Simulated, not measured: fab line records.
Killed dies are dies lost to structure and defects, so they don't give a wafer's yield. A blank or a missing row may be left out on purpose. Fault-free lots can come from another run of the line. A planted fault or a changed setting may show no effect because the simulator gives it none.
8D (eight disciplines) problem report, filled in by code :: flow n5Finfet :: the parts of the form that need people (team, actions taken, sign-off) are left out

== 1. PROBLEM STATEMENT ==
Wafers without a fault read 1500.1 rpm, standard deviation 1.1; spinSpeedRpm at N5_GATE_CUT_COAT_27 reads a mean of 1821.9 rpm on 6 wafers belonging to 2 lots. That is +99 or more standard deviations from the usual mean.
The step: time 60 s, resist thk 10 nm.
First observed at day 7 19:02: wafer L698.2, on lithoTrack-03. At this step, 27 wafers from 9 lots have a number in the record. Rule for "out", or "out of limits": more than 4 standard deviations from the usual mean. Any other wafer with a number is counted as sound.

== 2. WHAT IT IS AND WHAT IT IS NOT ==
question: which readings at this step
is: spinSpeedRpm
is not: exhaustPa

question: which lots
is: L698, L699
is not: L685, L690, L692, L696, L703, L706, L707

question: which wafers of those lots
is: all that have a number
is not: -

question: read on which tools
is: lithoTrack-03
is not: lithoTrack-02, lithoTrack-05

question: when
is: from day 7 19:02
is not: up to then (12 sound wafers); but 9 sound wafers of L703, L706, L707 came after

== 3. WHAT RULES OUT EACH SUSPECT ==
Counting: a tool stays on the suspect list if, at a process step up to the reading, it processed all lots that are out and no sound lot following the first of them.
- lithoTrack-03 at N5_GATE_CUT_COAT_27 (time 60 s, resist thk 10 nm): kept. All lots that are out passed through it, beginning with L698 at day 7 19:02, and no sound lot followed; its final sound lot before that point was L696 at day 7 16:37. Its own readings are out on those wafers: spinSpeedRpm.
Remaining after the count: lithoTrack-03 at N5_GATE_CUT_COAT_27.

== 4. THE CAUSE (what the simulator had put in) ==
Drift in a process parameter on lithoTrack-03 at N5_GATE_CUT_COAT_27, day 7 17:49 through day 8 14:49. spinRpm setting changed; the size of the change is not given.
Counting left only this tool.

== 5. THE CHAIN OF EFFECTS, in route order ==
Each row: a reading whose mean over the struck wafers that have a number lies more than 3 standard deviations from the usual. Only readings for which the record gives a usual standard deviation are gone through. hours: the time from each lot's start at the first step in this table that gives one to its start at this step, as a median over the lots. sigmas: the change in usual standard deviations.
hours: 0
step: N5_GATE_CUT_COAT_27
reading: spinSpeedRpm
usual: 1500.1 rpm
on struck wafers: 1821.9
change: +321.8
sigmas: +99 or more

hours: 1
step: N5_GATE_CUT_ETCH_28
reading: etchRfOnTimeS
usual: 10.45 s
on struck wafers: 9.47
change: -0.98
sigmas: -4.3
Process steps it contains:
- N5_GATE_CUT_COAT_27: time 60 s, resist thk 10 nm.
- N5_GATE_CUT_ETCH_28: etches underlayer in N2/H2, target depth 13 nm, time 10.4 s.
At these later measuring or inspecting steps, every struck wafer for which the step has a row has a number for every such reading, and none has moved that far: N5_GATE_CUT_CD_MEAS_13, N5_GATE_CUT_OVL_MEAS_14, N5_BEOL_M4_RC_MEAS_101.

== 6. WHAT WOULD HAVE CAUGHT IT SOONER ==
In this record the first reading out of limits was taken at day 7 19:02, 1 hour after the fault began at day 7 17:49.
